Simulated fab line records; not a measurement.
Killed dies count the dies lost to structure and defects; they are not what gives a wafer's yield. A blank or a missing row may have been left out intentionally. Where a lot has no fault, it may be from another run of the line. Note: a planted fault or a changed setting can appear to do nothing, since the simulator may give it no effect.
Matching of chambers -- flow nandHarc -- 4 sister chambers for NHARC_THIN_TSV_ETCHBACK_48 on rieDiel-04
The step etches the open film in C4F8/Ar, target depth 1028.5 nm, time 405.17 s. 14 wafers are shown with their chamber, then 7 later ones without.

== WAFERS WITH THEIR CHAMBER ==
wafer,chamber,rfVppV (V),oesProductAu (a.u.)
L133.3,0,547,0.91
L133.5,3,543,0.93
L133.6,2,552,0.91
L134.1,1,543,0.95
L134.2,2,552,0.92
L134.5,2,552,0.92
L139.1,1,543,0.98
L139.3,3,542,0.97
L139.6,2,553,0.95
L147.2,2,553,0.93
L147.3,1,543,0.95
L147.6,2,551,0.94
L148.1,1,544,0.99
L148.2,2,553,0.98

SIGNATURES (averages over the wafers above)
reading,chamber 0,chamber 1,chamber 2,chamber 3,scatter within a chamber
rfVppV,547.00,543.25,552.29,542.50,0.684
oesProductAu,0.9100,0.9675,0.9357,0.9500,0.0233
Rule: distance of a wafer from a chamber = root of the sum over the readings of ((wafer's reading minus chamber's mean) / reading's scatter) squared. If the next closest chamber is less than 2 further off than the closest, the wafer can't be placed; otherwise it belongs to the closest. The scatter: the root of (the sum of the squares of (reading less its chamber's mean) over the shown wafers, divided by (wafers less chambers)).

== WAFERS WITHOUT THEIR CHAMBER ==
wafer,rfVppV (V),oesProductAu (a.u.)
L148.6,543,1.01
L154.2,542,1.00
L154.3,544,0.98
L154.4,551,0.98
L155.2,541,0.97
L155.3,544,0.95
L155.6,542,0.98

== WHICH CHAMBER EACH WENT THROUGH ==
wafer,from the rows above,in truth
L148.6,can't be placed: 1 or 3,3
L154.2,can't be placed: 3 or 1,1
L154.3,can't be placed: 1 or 3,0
L154.4,2,2
L155.2,can't be placed: 3 or 1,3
L155.3,can't be placed: 1 or 3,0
L155.6,can't be placed: 3 or 1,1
Correct placement for 1 of the 7. Can't be placed from these rows: 6 (the true chamber is among the candidates in 4). 0 placed wrongly.
